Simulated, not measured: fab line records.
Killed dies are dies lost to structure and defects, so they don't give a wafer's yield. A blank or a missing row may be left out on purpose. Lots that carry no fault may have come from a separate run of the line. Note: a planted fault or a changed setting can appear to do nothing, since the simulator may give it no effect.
What tool caused it?    flow n5-finfet    Sampling: 8 lots, 24 wafers, 7 of 1938 route steps

== WHAT EACH GAUGE READ, for each wafer ==
N5_SD_EPI_P_EPI_MEAS_23.
lot   measured     on             thk-nm (nm)
L373  day 5 11:56  film-metro-02  61.0 61.8 60.0
L375  day 5 23:02  film-metro-02  61.5 60.0 59.4
L376  day 6 05:53  film-metro-01  59.8 61.2 59.3
L382  day 7 15:16  film-metro-01  69.9 61.1 60.2
L383  day 7 21:14  film-metro-02  69.3 62.9 68.9
L384  day 8 02:53  film-metro-01  61.4 60.6 62.1
L385  day 8 09:56  film-metro-01  60.5 60.9 60.0
L386  day 8 16:51  film-metro-01  59.4 63.3 62.8

N5_SD_ACTIVATION_RS_MEAS_03: measurement is done with a four-point probe.
lot   measured     on             RS_SD_N (ohm/sq)   RS_SD_P (ohm/sq)
L373  day 5 12:32  film-metro-02  21.97 21.65 21.72  55.9 55.5 56.0
L375  day 5 23:41  film-metro-02  22.10 22.32 21.95  56.2 55.9 56.1
L376  day 6 06:31  film-metro-02  21.73 21.95 21.83  56.2 56.1 55.8
L382  day 7 15:53  film-metro-01  21.55 21.95 21.72  48.9 56.3 54.7
L383  day 7 21:52  film-metro-01  21.47 21.23 21.87  48.0 54.5 48.6
L384  day 8 03:29  film-metro-02  22.00 21.68 21.80  54.9 55.4 55.0
L385  day 8 10:35  film-metro-02  21.80 21.88 21.58  57.3 56.6 56.6
L386  day 8 17:31  film-metro-01  21.96 22.14 22.31  57.1 56.1 56.6

N5_BEOL_M4_RC_MEAS_101.
lot   measured      on         DIBL_N (mV/V)   DIBL_P (mV/V)   IOFF_N (nA/um)     IOFF_P (nA/um)     ION_N (uA/um)  ION_P (uA/um)  RS_SD_P (ohm/sq)  SS_N (mV/dec)   SS_P (mV/dec)   VT_N (mV)          VT_P (mV)
L373  day 17 15:38  prober-02  35.6 35.7 36.2  35.6 36.2 36.6  0.134 0.138 0.144  0.184 0.190 0.195  670 664 668    460 463 461    66.3 65.6 66.4    71.4 71.3 71.4  73.3 72.7 73.2  250.1 251.8 250.7  -253.3 -253.4 -251.7
L375  day 14 10:34  prober-02  36.8 37.9 37.7  35.7 37.1 37.4  0.137 0.163 0.156  0.201 0.222 0.216  677 675 672    467 468 461    66.3 65.9 66.1    70.4 71.6 71.7  72.5 73.2 74.0  250.5 249.0 248.3  -250.7 -246.1 -251.8
L376  day 14 12:06  prober-01  37.2 38.5 36.4  36.9 38.1 36.1  0.151 0.178 0.139  0.183 0.206 0.181  670 664 658    455 452 447    65.6 66.1 65.7    71.2 72.3 71.2  73.8 73.0 73.0  251.3 250.4 253.2  -253.2 -249.8 -252.0
L382  day 16 16:17  prober-01  36.3 36.7 35.7  36.6 36.6 35.8  0.168 0.178 0.158  0.244 0.231 0.221  687 688 690    476 471 471    56.8 64.7 63.6    71.9 71.6 71.9  73.7 74.1 73.8  247.1 243.7 247.6  -246.3 -246.9 -246.9
L383  day 17 01:21  prober-02  38.3 37.5 36.9  37.3 35.8 35.6  0.176 0.154 0.149  0.255 0.206 0.220  677 680 669    468 465 463    56.6 64.0 56.6    71.2 71.6 71.5  73.9 73.1 73.6  245.9 252.5 250.5  -245.7 -249.6 -246.9
L384  day 17 07:20  prober-02  36.7 37.0 35.8  36.8 37.5 35.6  0.160 0.168 0.143  0.218 0.219 0.199  677 684 665    467 468 463    66.2 65.8 65.7    71.3 70.9 71.3  73.0 72.6 73.0  248.6 249.9 249.8  -247.3 -248.5 -250.6
L385  day 17 06:04  prober-02  36.5 40.0 37.1  36.4 40.9 37.2  0.150 0.228 0.171  0.210 0.301 0.236  676 699 677    466 479 471    67.3 66.7 66.4    71.5 72.5 71.1  72.9 74.0 73.1  250.0 242.9 246.3  -250.0 -244.8 -247.0
L386  day 16 08:40  prober-01  34.9 34.3 34.9  37.6 36.8 36.6  0.168 0.150 0.157  0.241 0.235 0.232  668 673 665    470 472 465    66.8 65.0 66.2    70.4 71.7 71.8  73.3 73.1 72.6  247.3 249.5 251.7  -247.3 -244.4 -248.7

== WHAT TOOL EACH LOT RAN ON (gives the tool, then ch and the chambers of the sampled wafers, and finally the start) ==
lot   N5_SD_EPI_P_ETCH_16                N5_SD_EPI_P_EPI_21              N5_SD_ACTIVATION_LSA_01            N5_ILD0_CMP_03
L373  rie-diel-03 ch 0,2,3, day 5 08:10  epi-rpcvd-04 ch 0, day 5 09:01  laser-anneal-01 ch 0, day 5 12:20  cmp-03 ch 1,2, day 5 16:24
L375  rie-diel-06 ch 1,2, day 5 20:05    epi-rpcvd-04 ch 0, day 5 21:55  laser-anneal-01 ch 0, day 5 23:31  cmp-02 ch 2,3, day 6 02:28
L376  rie-diel-06 ch 1,3, day 6 02:58    epi-rpcvd-04 ch 0, day 6 03:42  laser-anneal-02 ch 0, day 6 06:19  cmp-02 ch 0,1,3, day 6 09:31
L382  rie-diel-06 ch 0,2,3, day 7 12:20  epi-rpcvd-04 ch 0, day 7 13:04  laser-anneal-02 ch 0, day 7 15:40  cmp-03 ch 0,2,3, day 7 18:36
L383  rie-diel-06 ch 0,1,3, day 7 18:18  epi-rpcvd-04 ch 0, day 7 19:02  laser-anneal-01 ch 0, day 7 21:40  cmp-02 ch 0,3, day 8 00:35
L384  rie-diel-01 ch 0,2, day 7 23:06    epi-rpcvd-01 ch 0, day 7 23:57  laser-anneal-02 ch 0, day 8 03:17  cmp-02 ch 2,3, day 8 06:16
L385  rie-diel-01 ch 2,3, day 8 06:10    epi-rpcvd-01 ch 0, day 8 07:02  laser-anneal-01 ch 0, day 8 10:23  cmp-01 ch 0,3, day 8 13:23
L386  rie-diel-06 ch 1,2,3, day 8 13:04  epi-rpcvd-01 ch 0, day 8 15:22  laser-anneal-02 ch 0, day 8 17:20  cmp-01 ch 1,2, day 8 20:31
- N5_SD_EPI_P_ETCH_16: etches SiO2 in CHF3/O2, target depth 5 nm.
- N5_SD_EPI_P_EPI_21: deposits SiGe:B, time 355 s.
- N5_SD_ACTIVATION_LSA_01: time 0.0008 s.
- N5_ILD0_CMP_03: polishes, stops on SiNx, t overpolish 1.9 s, target thk 197.38 nm.

== WHAT THE TOOLS THEMSELVES READ (means of the sampled wafers that have a number; where no wafer has one, the mark that the record gives instead) ==
N5_SD_EPI_P_ETCH_16.
lot   tool         drypump-motor-current-A (A)  oes_f_703_au (a.u.)  oes-product-au (a.u.)  rf-vpp-V (V)  showerhead-plenum-p-Torr (Torr)  throttle-valve-pct (%)
L373  rie-diel-03  6.0                          0.89                 0.88                   521           2.39                             18.81
L375  rie-diel-06  6.0                          0.72                 0.72                   517           2.40                             19.14
L376  rie-diel-06  6.1                          0.68                 0.68                   515           2.35                             19.13
L382  rie-diel-06  5.9                          0.77                 0.76                   522           2.41                             18.81
L383  rie-diel-06  6.2                          0.82                 0.81                   519           2.39                             18.85
L384  rie-diel-01  5.6                          0.85                 0.86                   525           2.42                             18.99
L385  rie-diel-01  5.8                          0.84                 0.86                   523           2.44                             18.95
L386  rie-diel-06  5.9                          0.82                 0.81                   518           2.36                             18.84

N5_SD_EPI_P_EPI_21.
lot   tool          susceptor-temp-C (C)
L373  epi-rpcvd-04  549.64
L375  epi-rpcvd-04  550.24
L376  epi-rpcvd-04  549.78
L382  epi-rpcvd-04  550.31
L383  epi-rpcvd-04  549.99
L384  epi-rpcvd-01  549.98
L385  epi-rpcvd-01  549.98
L386  epi-rpcvd-01  550.11

N5_SD_ACTIVATION_LSA_01.
lot   tool             wafer_temp_C_max
L373  laser-anneal-01  1083.7
L375  laser-anneal-01  1084.5
L376  laser-anneal-02  1083.5
L382  laser-anneal-02  1083.4
L383  laser-anneal-01  1085.5
L384  laser-anneal-02  1084.1
L385  laser-anneal-01  1084.4
L386  laser-anneal-02  1083.4

N5_ILD0_CMP_03.
lot   tool    motor-current-A (A)  overpolish-run-s (s)  platen-rpm (rpm)  time-to-endpoint-s (s)
L373  cmp-03  12.2                 1.892                 51.81             70
L375  cmp-02  12.3                 1.895                 51.82             72
L376  cmp-02  12.1                 1.900                 51.81             72
L382  cmp-03  11.9                 1.905                 51.79             74
L383  cmp-02  11.8                 1.901                 51.77             75
L384  cmp-02  11.2                 1.898                 51.75             74
L385  cmp-01  13.4                 1.902                 51.81             69
L386  cmp-01  12.7                 1.900                 51.81             71

== THE ANSWER, worked out from the rows above alone ==
Rule: the lots themselves supply what counts as usual. The widest of any qualifying gaps counts: lots, ordered by their means at a reading, are off when they make up no more than a third of the lots, leave a main group of 4 or more, and stand apart from it by 3 or more times the standard deviation of that group's means. The tables above print the reading to a certain number of digits; a main group whose means all agree to those digits is not used. A lot without any number at a reading at which 4 lots or more have one is off too. The other lots that the step has rows for count as sound. Order of review: gauges by route order, followed by the tools' own readings, for which a lot's mean as printed above is used. The first step at which some lot is off is used, and at that step the reading that is off furthest; a lot without a number counts as furthest.
Off: L382, L383 (N5_SD_EPI_P_EPI_MEAS_23, thk-nm). The main group has a mean of 60.8 nm with a standard deviation of 0.61.
If a tool, at a process step before that reading, ran all the lots that are off and no sound lot after the first of them, it fits. The gauges at N5_SD_EPI_P_EPI_MEAS_23 aren't tried: what is off there is off at N5_BEOL_M4_RC_MEAS_101 too, on other tools, and a gauge's error can't cause that. One fits: epi-rpcvd-04 at N5_SD_EPI_P_EPI_21. A fault onset in the window from L376 (day 6 03:42, its last sound lot) to L382 (day 7 13:04, its first lot off) fits.

== WHAT THE SIMULATOR HAD PUT IN ==
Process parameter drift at N5_SD_EPI_P_EPI_21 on epi-rpcvd-04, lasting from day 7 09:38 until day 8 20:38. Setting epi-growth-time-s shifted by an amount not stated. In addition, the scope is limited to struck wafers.
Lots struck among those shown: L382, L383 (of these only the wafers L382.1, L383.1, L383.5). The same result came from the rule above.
